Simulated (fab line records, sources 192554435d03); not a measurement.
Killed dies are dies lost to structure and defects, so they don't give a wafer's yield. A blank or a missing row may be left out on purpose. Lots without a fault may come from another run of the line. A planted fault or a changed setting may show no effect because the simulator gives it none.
Problem report in the 8D (eight disciplines) form, filled by code | flow n5_finfet | the parts of the form that need people (team, actions taken, sign-off) are left out

1. THE PROBLEM
killed_at_M4_up at N5_PASSIVATION_PROBE_49 reads a mean of 152 on 4 wafers of 2 lots; wafers without a fault read 14 with a standard deviation of 5.3. That is +26 standard deviations from the usual mean.
First seen on wafer L660.3, day 14 06:01, on prober-02. The record holds 9 wafers of 3 lots with a number at this step. Rule for "out", or "out of limits": more than 4 standard deviations from the usual mean. The other wafers with a number count as sound.

2. WHAT IT IS AND WHAT IT IS NOT
question                    | is                                                                                                   | is not
which readings at this step | killed_at_M4_up, defect_limited_yield, killed_dies, sort_bin_5_function, sort_n_pass, sort_yield_pct | killed_at_contacts, killed_at_front_end, killed_at_other, killed_open, killed_short
which lots                  | L660, L661                                                                                           | L673
which wafers of those lots  | L660.3, L660.4, L661.3, L661.6                                                                       | L660.5, L661.5
read on which tools         | prober-02                                                                                            | -
when                        | from day 14 06:01                                                                                    | up to then (0 sound wafers); but 5 sound wafers of L660, L661, L673 came after

3. SUSPECTS, AND WHAT RULES EACH OUT
Counting: a tool at a process step up to the reading stays a suspect if it ran every lot that is out. Sound lots after the first of them don't rule it out here, since some wafers of a struck lot are sound.
- cvd_co-01 at N5_BEOL_M8_CVD_78 (deposits Co from CCTBA/H2, target thk 2 nm, time 142.3 s): kept. It ran every lot that is out, first L660 (day 11 10:17).
- prober-02 at N5_PASSIVATION_PROBE_49: kept. It ran every lot that is out, first L660 (day 14 06:01). Its own readings are out on those wafers: defect_limited_yield, killed_at_M4_up, killed_dies, sort_bin_5_function, sort_n_pass, sort_yield_pct.
Left after counting: cvd_co-01 at N5_BEOL_M8_CVD_78, prober-02 at N5_PASSIVATION_PROBE_49.

4. THE CAUSE (what the simulator had put in)
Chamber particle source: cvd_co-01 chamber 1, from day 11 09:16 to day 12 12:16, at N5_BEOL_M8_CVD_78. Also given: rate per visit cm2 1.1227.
Counting left 2 suspects, and this tool is among them.

5. THE CHAIN OF EFFECTS, in route order
Each row: a reading whose mean over the struck wafers that have a number lies more than 3 standard deviations from the usual. Only readings for which the record gives a usual standard deviation are gone through. hours: the time from each lot's start at the first step in this table that gives one to its start at this step, as a median over the lots. sigmas: the change in usual standard deviations.
hours | step                    | reading              | usual  | on struck wafers | change | sigmas
0     | N5_PASSIVATION_PROBE_49 | defect_limited_yield | 91.1 % | 80.2             | -10.9  | -7.8
0     | N5_PASSIVATION_PROBE_49 | killed_at_M4_up      | 14     | 152              | +138   | +26
0     | N5_PASSIVATION_PROBE_49 | killed_dies          | 105    | 233              | +128   | +8.0
0     | N5_PASSIVATION_PROBE_49 | sort_bin_5_function  | 5.2 %  | 12.0             | +6.8   | +7.1
0     | N5_PASSIVATION_PROBE_49 | sort_n_pass          | 1075   | 947              | -128   | -8.0
0     | N5_PASSIVATION_PROBE_49 | sort_yield_pct       | 91.1 % | 80.2             | -10.9  | -7.8
The process steps in it:
- N5_PASSIVATION_PROBE_49

6. WHAT WOULD HAVE CAUGHT IT SOONER
In this record the first reading out of limits was taken at day 14 06:01, 69 hours after the fault began at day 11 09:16.
All the lots that are out (2) had begun N5_BEOL_M8_CVD_78 on cvd_co-01 by day 14 06:01. A hold on the tool at that time would have spared none of them.
